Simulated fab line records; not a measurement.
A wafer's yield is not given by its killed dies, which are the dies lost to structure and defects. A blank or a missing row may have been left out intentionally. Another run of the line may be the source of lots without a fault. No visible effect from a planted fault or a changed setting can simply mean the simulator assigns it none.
A struck lot beside a sound one	flow nand_harc	13 steps out of a route of 1302
Sound: the wafers L155.2, L155.4, L155.5. Wafers L168.2, L168.4, L168.6 were the ones struck. The cause is given at the end.
Each step with rows lists, per side, the tool, then ch with its chambers, then its first start. Under that, the readings that differ: sound wafers	struck wafers	difference of the means	sigmas: that difference in standard deviations of wafers without a fault.
alike: readings whose means differ by less than 2 such deviations, and words and numbers that are the same on both sides. not compared: withheld readings, readings that some wafer has no value for, bounds like >300 that may hide the same value, and numbers for which the record gives no deviation and whose values overlap.
A row with sigmas, a row that says differs or no value, or rows on one side alone: a step with any of these is where the two part. When numbers do not overlap yet have no deviation, they are printed without sigmas and do not part them. Lack of a reading on every wafer of one side parts them only where that side has two or more wafers.

NHARC_A_ONON_D2_THK_MEAS_34: measures by ellipsometry.
  sound on film_metro-01, day 13 06:33; struck on film_metro-01, day 18 20:35
  alike: thk_nm
NHARC_A_ONON_D2_INSPECT_32:
  sound on defect_inspect-01, day 13 06:37; struck on defect_inspect-01, day 18 20:39
  alike: raw_defect_count
NHARC_A_CHANNEL_HOLE_D2_DEP_00: deposits aC, target thk 3100 nm.
  sound on acl_dep-03 ch 0, day 13 07:00; struck on acl_dep-03 ch 0, day 19 05:08
reading	sound	struck	difference	sigmas
susceptor_temp_C (C)	400.53 400.54 400.45	- - -	no value on the struck wafers	
  alike: throttle_valve_pct
NHARC_A_CHANNEL_HOLE_D2_DEP_01: deposits SiON, target thk 140 nm.
  sound on pecvd-03 ch 1,2, day 13 08:51; struck on pecvd-03 ch 0,1, day 19 06:47
  alike: heater_power_w, susceptor_temp_C
then, 7 steps without rows for these wafers: NHARC_A_CHANNEL_HOLE_D2_DEHYDRATE_02 (time 120 s); NHARC_A_CHANNEL_HOLE_D2_HMDS_03 (time 30 s); NHARC_A_CHANNEL_HOLE_D2_COAT_36 (time 75 s); NHARC_A_CHANNEL_HOLE_D2_COAT_37 (time 65 s); NHARC_A_CHANNEL_HOLE_D2_COAT_04 (resist thk 90 nm); NHARC_A_CHANNEL_HOLE_D2_SOFTBAKE_05 (time 55 s); NHARC_A_CHANNEL_HOLE_D2_EBR_06.
NHARC_A_CHANNEL_HOLE_D2_EXPOSE_07: exposes mask HOLE D2, target cd 100 nm.
  sound on arfi_scanner-03 ch 0, day 13 09:22; struck on arfi_scanner-02, day 19 07:19
  no value came back on the struck wafers for exposure_dose_mJ_cm2, focus_offset_nm (nm); on the sound wafers exposure_dose_mJ_cm2 reads 59.53 59.51 59.54
  alike: mask
then, 1 step without rows for these wafers: NHARC_A_CHANNEL_HOLE_D2_PEB_08 (peb time 65 s).

## WHERE THEY PART
First at NHARC_A_CHANNEL_HOLE_D2_DEP_00; last, within this record, at NHARC_A_CHANNEL_HOLE_D2_EXPOSE_07.

WHY: whatever the simulator had introduced
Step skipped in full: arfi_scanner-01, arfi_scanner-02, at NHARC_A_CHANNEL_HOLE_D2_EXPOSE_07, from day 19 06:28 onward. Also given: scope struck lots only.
